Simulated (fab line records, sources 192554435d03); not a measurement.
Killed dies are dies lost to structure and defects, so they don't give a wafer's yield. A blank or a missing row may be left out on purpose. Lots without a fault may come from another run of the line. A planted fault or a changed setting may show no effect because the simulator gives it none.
fab line records | flow n5_finfet
record lots=10 wafers=30 last_day=18
route steps=1938 shown BEOL_M4@1111 BEOL_M6@1254 BEOL_M7@1267 PASSIVATION@1936
lots that met no fault: from a run of the same line without faults
start_h: hours from the record's first day to the start of the lot's first wafer shown | wait_h: hours since the lot's step before | " the same as in the row above | L1.1+2: a row that stands for several wafers | - no value, or no start given | * or withheld: withheld | < > ~ a bound
route shown NAME@n: a module of which the file shows steps, and the number in the route of the first | usual: mean/standard deviation of fault-free wafers | same: alike in all rows | chamber/n: place in a boat | sites: the reading at each site | _std_site: their standard deviation | _edge_site: outer sites' mean less inner sites' | radius_mm: how far each site lies from the wafer's centre | mask NAME#n: copy n | behind: the tool/chamber that last shaped the wafer | hold: why the lot was held/for how many hours/how that ended | device: the transistor (n, p or np) that didn't switch | end of line: the same wafers' tests at the end of the route | a step without rows: its recipe alone | killed: dies lost to structure and defects at the first sort, not the wafer's yield | map: a wafer's dies, x killed, . not, _ none there
set.NAME: the setting as run; set.NAME@STEP: as run at that earlier step | model.NAME: the simulator's own value behind a step, which no gauge read
steps of the route over a sample of lots; a table a step, a row a wafer
services: from which hour (start_h, from the record's first day; less than 0 if before it) a tool's chamber was out of use, for how many hours, and why
## steps
# step N5_BEOL_M4_RC_MEAS_101
# usual DIBL_N=35.4/2.1 DIBL_P=34.8/2.6 IOFF_N=0.15/0.037 IOFF_P=0.19/0.037 ION_N=677/16 ION_P=462/9.3 SS_N=71.4/0.75 SS_P=72.9/0.77 VT_N=250/3.7 VT_P=-251/3.5
# columns lot.wafer tool chamber start_h wait_h DIBL_N[mV/V] DIBL_P[mV/V] IOFF_N[nA/um] IOFF_P[nA/um] ION_N[uA/um] ION_P[uA/um] SS_N[mV/dec] SS_P[mV/dec] VT_N[mV] VT_P[mV]
L685.1 prober-01 0 183.49 0.0 35.6 34.3 0.13 0.14 654 441 71.5 72.4 255 -257
L685.3 " 0 " " 39.3 38.9 0.22 0.20 684 455 73.0 73.8 247 -256
L685.5 " 0 " " 37.9 37.1 0.19 0.18 686 455 72.5 73.3 249 -254
L686.3 prober-02 0 183.90 0.3 34.8 32.0 0.13 0.19 679 472 70.9 72.6 250 -248
L686.4 " 0 " " 35.0 32.7 0.14 0.20 682 478 71.0 72.5 249 -250
L686.6 " 0 " " 33.1 30.1 0.11 0.17 672 470 70.0 72.6 253 -251
L688.1 prober-02 0 198.45 0.2 34.7 35.4 0.15 0.18 697 463 70.7 72.6 249 -256
L688.3 " 0 " " 31.1 31.0 0.09 0.13 665 461 70.3 71.1 256 -256
L688.5 " 0 " " 35.3 35.7 0.14 0.19 679 464 71.1 72.5 249 -252
L693.2 prober-01 0 226.06 0.2 35.4 34.8 0.16 0.21 662 463 71.6 72.6 246 -248
L693.4 " 0 " " 33.4 32.0 0.12 0.17 666 464 71.6 72.0 251 -251
L693.6 " 0 " " 37.0 37.2 0.20 0.26 682 465 73.0 73.6 245 -245
L695.1 prober-01 0 231.34 0.7 36.0 34.6 0.13 0.21 649 450 71.0 73.0 250 -251
L695.3 " 0 " " 36.2 34.6 0.15 0.20 677 466 71.3 73.2 246 -252
L695.4 " 0 " " 37.3 35.1 0.15 0.19 661 450 71.3 72.4 249 -251
L698.2 prober-01 0 252.84 0.2 35.2 34.9 0.15 0.21 683 467 71.2 73.5 248 -248
L698.4 " 0 " " 35.3 34.9 0.14 0.21 679 469 71.3 73.1 249 -249
L698.6 " 0 " " 33.4 32.1 0.12 0.17 674 462 71.4 72.2 254 -250
L703.2 prober-01 0 283.74 0.2 33.2 32.4 0.11 0.15 670 451 70.2 72.3 255 -254
L703.5 " 0 " " 36.7 37.0 0.16 0.20 692 469 71.6 73.0 251 -251
L703.6 " 0 " " 34.9 35.9 0.14 0.20 669 463 70.1 73.3 251 -251
L705.4 prober-01 0 303.34 0.5 35.9 34.1 0.13 0.15 656 449 71.6 72.8 255 -254
L705.5 " 0 " " 39.2 39.1 0.20 0.22 709 469 72.2 74.6 245 -253
L705.6 " 0 " " 35.8 33.8 0.13 0.14 668 445 71.5 73.2 254 -261
L706.1 prober-01 0 303.81 0.3 40.6 40.7 0.28 0.31 709 480 73.2 74.6 241 -246
L706.5 " 0 " " 38.2 37.9 0.23 0.25 708 479 72.2 73.6 244 -245
L706.6 " 0 " " 36.6 36.7 0.18 0.22 702 478 72.0 73.9 246 -247
L707.1 prober-01 0 327.31 0.0 35.5 35.0 0.15 0.23 676 468 71.7 73.1 254 -243
L707.2 " 0 " " 32.7 31.9 0.11 0.18 672 472 70.3 71.7 254 -247
L707.3 " 0 " " 35.4 36.6 0.16 0.25 688 474 71.5 72.9 249 -244
# step N5_BEOL_M6_SPUTTER_48
# recipe material=Cu target_thk_a=100 temp_c=-20 bias_v=60 power_w=26000 chamber_pressure_pa=0.13 time_s=1.667
# usual cathode_dc_power_W=26000/5.1 throttle_valve_pct=30.4/0.87
# columns lot.wafer tool chamber start_h wait_h cathode_dc_power_W throttle_valve_pct
L685.1 pvd_sputter-03 - 201.42 0.2 26000 32.1
L685.3 " - " " 26005 31.3
L685.5 " - " " 25995 29.1
L686.3 pvd_sputter-03 - 203.38 0.1 25999 29.6
L686.4 " - " " 26003 31.2
L686.6 " - " " 26005 29.1
L688.1 pvd_sputter-02 - 217.84 0.1 26010 30.3
L688.3 " - " " 26000 30.5
L688.5 " - " " 26001 30.0
L693.2 pvd_sputter-02 - 248.27 0.3 25997 30.7
L693.4 " - " " 25999 30.7
L693.6 " - " " 25999 30.5
L695.1 pvd_sputter-02 - 252.31 0.1 26010 30.5
L695.3 " - " " 25994 30.6
L695.4 " - " " 25994 30.6
L698.2 pvd_sputter-02 - 277.75 1.4 26004 29.9
L698.4 " - " " 26003 30.5
L698.6 " - " " 26003 29.5
L703.2 pvd_sputter-01 - 309.05 0.1 26004 31.5
L703.5 " - " " 26001 31.8
L703.6 " - " " 26001 30.4
L705.4 pvd_sputter-01 - 321.51 0.1 26000 31.7
L705.5 " - " " 26001 31.6
L705.6 " - " " 25996 30.2
L706.1 pvd_sputter-01 - 326.69 0.1 25989 30.4
L706.5 " - " " 25995 30.1
L706.6 " - " " 25997 31.2
L707.1 pvd_sputter-03 - 349.14 0.2 25999 32.1
L707.2 " - " " 25994 28.8
L707.3 " - " " 26000 31.1
# step N5_BEOL_M7_HM_DEP_02
# recipe material=TiN target_thk_a=200 temp_c=25 chamber_pressure_pa=0.49996
# usual throttle_valve_pct=30.5/0.89
# columns lot.wafer tool chamber start_h wait_h throttle_valve_pct
L685.1 pvd_sputter-03 - 203.50 0.4 32.0
L685.3 " - " " 31.1
L685.5 " - " " 29.6
L686.3 pvd_sputter-02 - 208.43 3.3 29.7
L686.4 " - " " 30.8
L686.6 " - " " 30.0
L688.1 pvd_sputter-01 - 221.03 1.5 30.1
L688.3 " - " " 31.8
L688.5 " - " " 31.2
L693.2 pvd_sputter-02 - 251.19 1.3 29.8
L693.4 " - " " 30.3
L693.6 " - " " 30.7
L695.1 pvd_sputter-03 - 254.96 0.2 32.4
L695.3 " - " " 29.2
L695.4 " - " " 31.2
L698.2 pvd_sputter-02 - 280.45 0.8 30.6
L698.4 " - " " 30.7
L698.6 " - " " 30.4
L703.2 pvd_sputter-01 - 311.31 0.3 31.6
L703.5 " - " " 31.5
L703.6 " - " " 30.3
L705.4 pvd_sputter-01 - 323.97 0.8 31.9
L705.5 " - " " 31.6
L705.6 " - " " 30.7
L706.1 pvd_sputter-01 - 330.99 2.1 31.8
L706.5 " - " " 30.4
L706.6 " - " " 31.3
L707.1 pvd_sputter-03 - 354.23 3.4 29.0
L707.2 " - " " 31.8
L707.3 " - " " 31.3
# step N5_BEOL_M7_CD_MEAS_18
# recipe pitch_nm=80 target_cd_nm=40
# usual cd_nm=39.7/0.85
# columns lot.wafer tool chamber start_h wait_h cd_nm
L685.1 cd_sem-03 - 204.48 0.0 38.8
L685.3 " - " " 41.1
L685.5 " - " " 39.8
L686.3 cd_sem-01 - 209.72 0.1 38.6
L686.4 " - " " 39.0
L686.6 " - " " 39.6
L688.1 cd_sem-03 - 222.03 0.0 40.7
L688.3 " - " " 40.7
L688.5 " - " " 40.2
L693.2 cd_sem-03 - 252.69 0.1 39.2
L693.4 " - " " 40.6
L693.6 " - " " 39.6
L695.1 cd_sem-02 - 256.07 0.0 39.5
L695.3 " - " " 38.3
L695.4 " - " " 39.4
L698.2 cd_sem-02 - 281.39 0.1 38.3
L698.4 " - " " 39.0
L698.6 " - " " 38.4
L703.2 cd_sem-02 - 312.54 0.1 39.7
L703.5 " - " " 39.0
L703.6 " - " " 37.9
L705.4 cd_sem-03 - 325.22 0.1 40.9
L705.5 " - " " 39.8
L705.6 " - " " 38.6
L706.1 cd_sem-02 - 332.04 0.0 40.8
L706.5 " - " " 41.6
L706.6 " - " " 40.9
L707.1 cd_sem-03 - 355.60 0.1 39.5
L707.2 " - " " 40.0
L707.3 " - " " 39.3
# step N5_BEOL_M7_EXPOSE_25
# recipe mask_id=V6 na=0.33 source_shape=annular sigma_inner=0.4 sigma_outer=0.8 polarization=unpolarized target_cd_nm=40 dose_mj=42.5
# usual exposure_dose_mJ_cm2=42.9/0.31 focus_offset_nm=-0.2/0.56
# columns lot.wafer tool chamber start_h wait_h mask exposure_dose_mJ_cm2 focus_offset_nm
L685.1 euv_scanner-02 0 207.78 - V6#0 42.5 -1.0
L685.3 " 0 " " V6#0 42.5 0.5
L685.5 " 0 " " V6#0 42.6 -0.1
L686.3 euv_scanner-02 0 210.04 - V6#0 42.6 0.0
L686.4 " 0 " " V6#0 42.5 0.6
L686.6 " 0 " " V6#0 42.5 -1.0
L688.1 euv_scanner-01 0 222.55 - V6#0 43.2 1.2
L688.3 " 0 " " V6#0 43.2 1.1
L688.5 " 0 " " V6#0 43.2 1.3
L693.2 euv_scanner-02 0 253.57 - V6#0 42.5 0.1
L693.4 " 0 " " V6#0 42.6 -0.3
L693.6 " 0 " " V6#0 42.5 -0.2
L695.1 euv_scanner-02 0 257.50 - V6#0 42.5 0.4
L695.3 " 0 " " V6#0 42.5 0.7
L695.4 " 0 " " V6#0 42.5 0.5
L698.2 euv_scanner-01 0 281.57 - V6#0 43.2 -0.3
L698.4 " 0 " " V6#0 43.2 -0.6
L698.6 " 0 " " V6#0 43.2 -0.5
L703.2 euv_scanner-02 0 314.45 - V6#0 42.5 0.3
L703.5 " 0 " " V6#0 42.5 0.4
L703.6 " 0 " " V6#0 42.5 0.0
L705.4 euv_scanner-01 0 325.41 - V6#0 43.1 -0.3
L705.5 " 0 " " V6#0 43.2 -0.5
L705.6 " 0 " " V6#0 43.1 1.2
L706.1 euv_scanner-01 0 334.83 - V6#0 43.2 0.3
L706.5 " 0 " " V6#0 43.2 -0.2
L706.6 " 0 " " V6#0 43.2 0.8
L707.1 euv_scanner-02 0 357.59 - V6#0 42.5 -0.9
L707.2 " 0 " " V6#0 42.6 -0.5
L707.3 " 0 " " V6#0 42.5 -0.8
# step N5_BEOL_M7_CD_MEAS_28
# recipe target_cd_nm=40 landing_energy_ev=500 detector=se_inlens
# usual cd_nm=39.9/0.31
# columns lot.wafer tool chamber start_h wait_h cd_nm
L685.1 cd_sem-03 0 207.91 - 40.1
L685.3 " 0 " " 39.9
L685.5 " 0 " " 40.4
L686.3 cd_sem-02 0 210.16 - 40.1
L686.4 " 0 " " 40.1
L686.6 " 0 " " 39.9
L688.1 cd_sem-01 0 222.69 - 39.7
L688.3 " 0 " " 39.6
L688.5 " 0 " " 39.8
L693.2 cd_sem-02 0 253.70 - 40.5
L693.4 " 0 " " 27.9
L693.6 " 0 " " 40.0
L695.1 cd_sem-02 0 257.63 - 27.1
L695.3 " 0 " " 40.0
L695.4 " 0 " " 28.0
L698.2 cd_sem-02 0 281.70 - 39.9
L698.4 " 0 " " 39.8
L698.6 " 0 " " 40.0
L703.2 cd_sem-03 0 314.58 - 39.6
L703.5 " 0 " " 40.1
L703.6 " 0 " " 39.8
L705.4 cd_sem-03 0 325.52 - 39.5
L705.5 " 0 " " 39.7
L705.6 " 0 " " 40.1
L706.1 cd_sem-03 0 334.97 - 40.6
L706.5 " 0 " " 39.9
L706.6 " 0 " " 40.1
L707.1 cd_sem-03 0 357.72 - 39.7
L707.2 " 0 " " 40.0
L707.3 " 0 " " 40.0
# step N5_PASSIVATION_PROBE_49
# usual defect_limited_yield=90.5/1.7 killed_at_M0_to_M3=37/12 killed_at_M4_up=14/5.2 killed_at_contacts=12/5.9 killed_at_front_end=45/14 killed_at_other=3.5/2.8 killed_dies=112/21 killed_on_rim=15/4.5 killed_open=73/15 killed_short=36/8.9 sort_bin_4_leakage=0.00/0.007 sort_bin_5_function=5.6/1.2 sort_bin_6_memory=3.5/0.68 sort_bin_8_speed=0.01/0.1 sort_n_pass=1068/21 sort_yield_pct=90.5/1.8
# same gross_dies=1180 killed_at_back_side=0
# columns lot.wafer tool chamber start_h wait_h defect_limited_yield[%] killed_at_M0_to_M3 killed_at_M4_up killed_at_contacts killed_at_front_end killed_at_other killed_dies killed_on_rim killed_open killed_short sort_bin_4_leakage[%] sort_bin_5_function[%] sort_bin_6_memory[%] sort_bin_8_speed[%] sort_n_pass sort_yield_pct[%]
L693.2 prober-02 - 332.77 0.1 91.9 41 15 5 35 0 96 14 67 24 0 4.5 3.3 0 1084 91.9
L693.4 prober-02 - 332.87 0.2 0 27 1082 12 57 2 1180 152 82 26 0 6.7 4.0 0 0 0
L693.6 prober-02 - 332.97 0.3 92.5 29 27 7 24 2 89 11 68 18 0 4.3 3.1 0 1091 92.5
L695.1 prober-01 - 343.00 0.0 0 46 1044 11 75 4 1180 152 94 54 0 9.9 4.1 0 0 0
L695.3 prober-01 - 343.10 0.1 89.7 47 13 10 49 3 122 10 83 36 0 6.3 3.7 0 1058 89.7
L695.4 prober-01 - 343.15 0.2 0 45 1079 4 48 4 1180 152 74 33 0 6.8 3.6 0 0 0
# killed by level:class
L693.2 BEOL_M0_SAQP:geometric_particle:open=8 BEOL_M2:geometric_particle:open=8 STI_FIN_REVEAL:geometric_particle:open=7 BEOL_M0_SAQP:geometric_particle:short=7 BEOL_M3:geometric_particle:open=6 FIN_SAQP:geometric_particle:short=5 BEOL_M4:geometric_particle:open=5 STARTING-WAFER:geometric_particle:open=5
L693.4 BEOL_M7:area_expose=1070 STI_FIN_REVEAL:geometric_particle:open=16 FIN_SAQP:geometric_particle:open=12 MOL_CONTACT_COAG:geometric_particle:open=11 BEOL_M2:geometric_particle:open=11 FIN_SAQP:geometric_particle:short=6 STARTING-WAFER:geometric_particle:open=6 BEOL_M0_SAQP:geometric_particle:open=5
L693.6 BEOL_M4:geometric_particle:open=15 BEOL_M2:geometric_particle:open=14 STI_FIN_REVEAL:geometric_particle:open=7 FIN_SAQP:geometric_particle:open=4 MOL_CONTACT_COAG:geometric_particle:short=4 BEOL_M1:geometric_particle:open=4 DUMMY_GATE:geometric_particle:open=3 MOL_CONTACT_COAG:geometric_particle:open=3
L695.1 BEOL_M7:area_expose=1030 FIN_SAQP:geometric_particle:short=23 FIN_SAQP:geometric_particle:open=18 BEOL_M0_SAQP:geometric_particle:open=12 MOL_CONTACT_COAG:geometric_particle:open=10 BEOL_M0_SAQP:geometric_particle:short=10 BEOL_M3:geometric_particle:open=9 STI_FIN_REVEAL:geometric_particle:open=7
L695.3 STI_FIN_REVEAL:geometric_particle:open=12 BEOL_M2:geometric_particle:open=12 FIN_SAQP:geometric_particle:open=11 MOL_CONTACT_COAG:geometric_particle:open=8 DUMMY_GATE:geometric_particle:open=8 BEOL_M0_SAQP:geometric_particle:short=8 BEOL_M1:geometric_particle:open=7 BEOL_M0_SAQP:geometric_particle:open=6
L695.4 BEOL_M7:area_expose=1071 BEOL_M0_SAQP:geometric_particle:open=15 BEOL_M0_SAQP:geometric_particle:short=11 FIN_SAQP:geometric_particle:open=10 DUMMY_GATE:geometric_particle:open=9 STI_FIN_REVEAL:geometric_particle:open=8 BEOL_M1:geometric_particle:open=8 FIN_SAQP:geometric_particle:short=6
## services
# columns tool chamber start_h hours kind
euv_scanner-02 - 190.18 1.0 pm
euv_scanner-01 - 191.48 1.0 pm
euv_scanner-02 - 219.64 13.5 repair
euv_scanner-01 0 224.71 - calibration
euv_scanner-02 - 246.33 1.0 pm
euv_scanner-01 - 247.63 1.0 pm
euv_scanner-02 - 260.00 5.8 pm
pvd_sputter-02 - 288.91 7.9 repair
euv_scanner-02 - 295.00 4.6 pm
euv_scanner-02 0 302.34 - calibration
euv_scanner-02 - 302.48 1.0 pm
pvd_sputter-02 - 303.50 6.2 repair
euv_scanner-01 - 303.78 1.0 pm
euv_scanner-02 - 311.04 0.2 repair
euv_scanner-02 - 323.15 1.7 repair
euv_scanner-01 - 349.35 0.2 repair
## key
first_sign step=N5_BEOL_M7_CD_MEAS_28 reading=cd_nm direction=down sigmas=39 usual=39.9 struck=27.7
effect step=N5_PASSIVATION_PROBE_49 reading=killed_at_M4_up direction=up sigmas=99+ usual=14 struck=1068
more_kills_born_at N5_BEOL_M7_EXPOSE_25@euv_scanner-02=3171
met_at N5_BEOL_M7_EXPOSE_25
struck_lots L693,L695
struck_wafers L693.4,L695.1,L695.4
later_rows_left_out L693.4,L695.1,L695.4
not_acting_at N5_BEOL_M6_SPUTTER_48,N5_BEOL_M7_HM_DEP_02,N5_BEOL_M7_CD_MEAS_18
onset_between 210.04 253.57
fault kind=process_parameter_drift tool=euv_scanner-02 chamber=- onset_h=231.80 steps=N5_BEOL_M7_EXPOSE_25 channel=focus_nm offset=110.33 shape=step end_h=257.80 scope=struck_wafers_only
# later_rows_left_out: the simulator's readings of these wafers behind a module that went badly wrong aren't trusted and aren't shown, but for the sort
